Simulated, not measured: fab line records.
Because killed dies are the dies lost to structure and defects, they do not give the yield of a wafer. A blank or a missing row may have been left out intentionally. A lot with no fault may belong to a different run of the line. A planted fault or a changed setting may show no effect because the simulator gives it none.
Chamber matching :: flow n5Finfet :: 4 sister chambers for N5_BEOL_M9_CMP_52 on cmp-04
The step polishes, stops on SiCOH lowk, t overpolish 7 s, target thk 140 nm. 8 wafers are shown with their chamber, then 11 later ones without.

## WAFERS WITH THEIR CHAMBER
wafer: L095.6
chamber: 2
motorCurrentA (A): 7.5
timeToEndpointS (s): 71

wafer: L092.2
chamber: 3
motorCurrentA (A): 5.2
timeToEndpointS (s): 66

wafer: L092.4
chamber: 1
motorCurrentA (A): 5.9
timeToEndpointS (s): 69

wafer: L092.6
chamber: 3
motorCurrentA (A): 5.4
timeToEndpointS (s): 68

wafer: L092.1
chamber: 0
motorCurrentA (A): 5.3
timeToEndpointS (s): 65

wafer: L092.3
chamber: 2
motorCurrentA (A): 7.1
timeToEndpointS (s): 70

wafer: L092.5
chamber: 0
motorCurrentA (A): 5.5
timeToEndpointS (s): 67

wafer: L091.4
chamber: 1
motorCurrentA (A): 6.0
timeToEndpointS (s): 70

## WAFERS WITHOUT THEIR CHAMBER
wafer: L091.5
motorCurrentA (A): 6.6
timeToEndpointS (s): 74

wafer: L091.6
motorCurrentA (A): 5.8
timeToEndpointS (s): 69

wafer: L091.1
motorCurrentA (A): 5.4
timeToEndpointS (s): 66

wafer: L091.2
motorCurrentA (A): 7.0
timeToEndpointS (s): 70

wafer: L091.3
motorCurrentA (A): 5.3
timeToEndpointS (s): 64

wafer: L087.1
motorCurrentA (A): 7.2
timeToEndpointS (s): 73

wafer: L087.2
motorCurrentA (A): 5.8
timeToEndpointS (s): 68

wafer: L087.3
motorCurrentA (A): 5.2
timeToEndpointS (s): 69

wafer: L086.3
motorCurrentA (A): 6.9
timeToEndpointS (s): 71

wafer: L086.4
motorCurrentA (A): 5.5
timeToEndpointS (s): 64

wafer: L086.5
motorCurrentA (A): 7.3
timeToEndpointS (s): 68

## EACH ONE'S CHAMBER
wafer: L091.5
from the rows above: can't be placed: 2 or 1
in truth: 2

wafer: L091.6
from the rows above: 1
in truth: 1

wafer: L091.1
from the rows above: can't be placed: 0 or 3
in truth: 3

wafer: L091.2
from the rows above: 2
in truth: 2

wafer: L091.3
from the rows above: can't be placed: 0 or 3
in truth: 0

wafer: L087.1
from the rows above: 2
in truth: 2

wafer: L087.2
from the rows above: can't be placed: 1 or 0 or 3
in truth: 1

wafer: L087.3
from the rows above: can't be placed: 3 or 0
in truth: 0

wafer: L086.3
from the rows above: 2
in truth: 2

wafer: L086.4
from the rows above: can't be placed: 0 or 3
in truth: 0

wafer: L086.5
from the rows above: 2
in truth: 2
Correctly placed: 5 of 11. Cannot be placed on the basis of these rows: 6; the candidates contain the true chamber in 6. Wrongly placed: 0.
How it was worked out, from the rows above alone: a wafer's distance from a chamber is the root of the sum, over the readings, of the square of ((its reading less the chamber's mean) divided by the reading's scatter). If the next closest chamber is less than 2 further off than the closest, the wafer can't be placed; otherwise it belongs to the closest. Each chamber's mean is taken over the wafers shown for it. How the scatter is found: for the shown wafers, subtract from each reading the mean of its chamber, square and add these, divide the total by (wafers less chambers), then take the root.
